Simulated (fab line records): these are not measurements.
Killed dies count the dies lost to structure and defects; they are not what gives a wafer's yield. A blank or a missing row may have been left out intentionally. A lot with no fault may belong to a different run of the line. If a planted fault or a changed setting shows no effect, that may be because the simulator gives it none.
Chamber matching + flow n5-finfet + pecvd-01 running N5_BEOL_M15_DEP_53: 3 sister chambers
The step deposits SiCN from 3MS/NH3, target thk 50 nm, time 17.8 s. 6 wafers are shown with their chamber, then 9 later ones without.

WAFERS WITH THEIR CHAMBER
| wafer  | chamber | showerhead-plenum-p-Torr (Torr) | throttle-valve-pct (%) |
|--------|---------|---------------------------------|------------------------|
| L083.5 | 1       | 4.191                           | 17.0                   |
| L086.5 | 0       | 4.197                           | 17.7                   |
| L086.6 | 2       | 4.173                           | 17.6                   |
| L090.1 | 2       | 4.163                           | 17.8                   |
| L090.3 | 0       | 4.198                           | 17.5                   |
| L090.5 | 1       | 4.197                           | 17.2                   |

WAFERS WHOSE CHAMBER IS MISSING
| wafer  | showerhead-plenum-p-Torr (Torr) | throttle-valve-pct (%) |
|--------|---------------------------------|------------------------|
| L095.1 | 4.193                           | 17.4                   |
| L095.2 | 4.179                           | 17.4                   |
| L095.4 | 4.201                           | 17.1                   |
| L094.2 | 4.180                           | 17.7                   |
| L094.3 | 4.191                           | 17.3                   |
| L094.5 | 4.183                           | 17.2                   |
| L096.4 | 4.168                           | 18.1                   |
| L096.5 | 4.186                           | 16.9                   |
| L096.6 | 4.194                           | 17.3                   |

THE CHAMBER EACH PASSED THROUGH
| wafer  | from the rows above          | in truth |
|--------|------------------------------|----------|
| L095.1 | can't be placed: 0 or 1      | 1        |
| L095.2 | can't be placed: 2 or 1 or 0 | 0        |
| L095.4 | 1                            | 1        |
| L094.2 | can't be placed: 2 or 0      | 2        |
| L094.3 | can't be placed: 1 or 0      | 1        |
| L094.5 | can't be placed: 1 or 0      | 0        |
| L096.4 | 2                            | 2        |
| L096.5 | 1                            | 1        |
| L096.6 | can't be placed: 1 or 0      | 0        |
Correct placement for 3 of the 9. Not placeable from these rows: 6 (in 6, the candidates include the true chamber). 0 placed wrongly.
How it was worked out, from the rows above alone: a wafer's distance from a chamber is the root of the sum, over the readings, of the square of ((its reading less the chamber's mean) divided by the reading's scatter). If the next closest chamber is less than 2 further off than the closest, the wafer can't be placed; otherwise it belongs to the closest. The mean given for a chamber averages the wafers shown for that chamber. The scatter: take each reading less its chamber's mean, square it, sum over the shown wafers, divide by the number of wafers less the number of chambers, and take the root.
